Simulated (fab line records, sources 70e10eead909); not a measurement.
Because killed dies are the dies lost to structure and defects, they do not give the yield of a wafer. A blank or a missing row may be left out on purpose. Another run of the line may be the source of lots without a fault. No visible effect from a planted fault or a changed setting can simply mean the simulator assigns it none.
Matching of chambers	flow nandHarc	NHARC_A_STAIRCASE_TRIM_220 on rieDiel-11 has 4 sister chambers
The step chemistry O2, time 211.2 s. 16 wafers are shown with their chamber, then 8 later ones without.

## EACH WAFER AND ITS CHAMBER
wafer	chamber	drypumpMotorCurrentA (A)	showerheadPlenumPTorr (Torr)	oesProductAu (a.u.)
L077.1	0	5.3	3.32	1.004
L077.2	2	5.8	3.28	1.014
L077.5	3	5.8	3.67	1.016
L080.2	3	5.7	3.65	1.020
L080.5	2	5.8	3.27	1.011
L080.6	1	5.8	3.41	1.015
L084.2	3	5.7	3.65	1.005
L084.4	2	5.8	3.81	0.985
L084.6	0	5.4	3.30	0.992
L087.1	2	5.8	3.80	1.004
L087.2	1	5.7	3.40	1.010
L087.5	2	5.8	3.80	0.999
L090.1	3	5.7	3.64	1.014
L090.3	1	5.8	3.40	1.016
L090.6	0	5.3	3.29	1.004
L093.1	3	5.7	3.63	1.013

SIGNATURES, as means of the wafers listed above
reading	chamber 0	chamber 1	chamber 2	chamber 3	scatter within a chamber
drypumpMotorCurrentA	5.333	5.767	5.800	5.720	0.0422
showerheadPlenumPTorr	3.3033	3.4033	3.5920	3.6480	0.167
oesProductAu	1.00000	1.01367	1.00260	1.01360	0.00797
Rule: for a wafer and a chamber, the distance is found by dividing, reading by reading, the gap between the wafer's reading and the chamber's mean by the reading's scatter, squaring, summing and taking the root. The wafer belongs to the nearest chamber; if the next one is less than 2 further off, it can't be placed. The scatter: the root of (the sum of the squares of (reading less its chamber's mean) over the shown wafers, divided by (wafers less chambers)).

## WAFERS MISSING THEIR CHAMBER
wafer	drypumpMotorCurrentA (A)	showerheadPlenumPTorr (Torr)	oesProductAu (a.u.)
L093.3	5.3	3.29	1.009
L093.5	5.7	3.63	1.015
L092.3	5.8	3.79	0.991
L092.4	5.3	3.28	1.000
L092.6	5.7	3.63	1.008
L096.2	5.3	3.28	1.002
L096.5	5.8	3.78	1.008
L096.6	5.3	3.28	1.003

## WHICH CHAMBER EACH WENT THROUGH
wafer	from the rows above	in truth
L093.3	0	0
L093.5	can't be placed: 3 or 1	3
L092.3	can't be placed: 2 or 3 or 1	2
L092.4	0	0
L092.6	can't be placed: 3 or 1 or 2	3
L096.2	0	0
L096.5	can't be placed: 2 or 3 or 1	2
L096.6	0	0
4 of 8 placed correctly. Cannot be placed on the basis of these rows: 4; the candidates contain the true chamber in 4. Wrongly placed: 0.
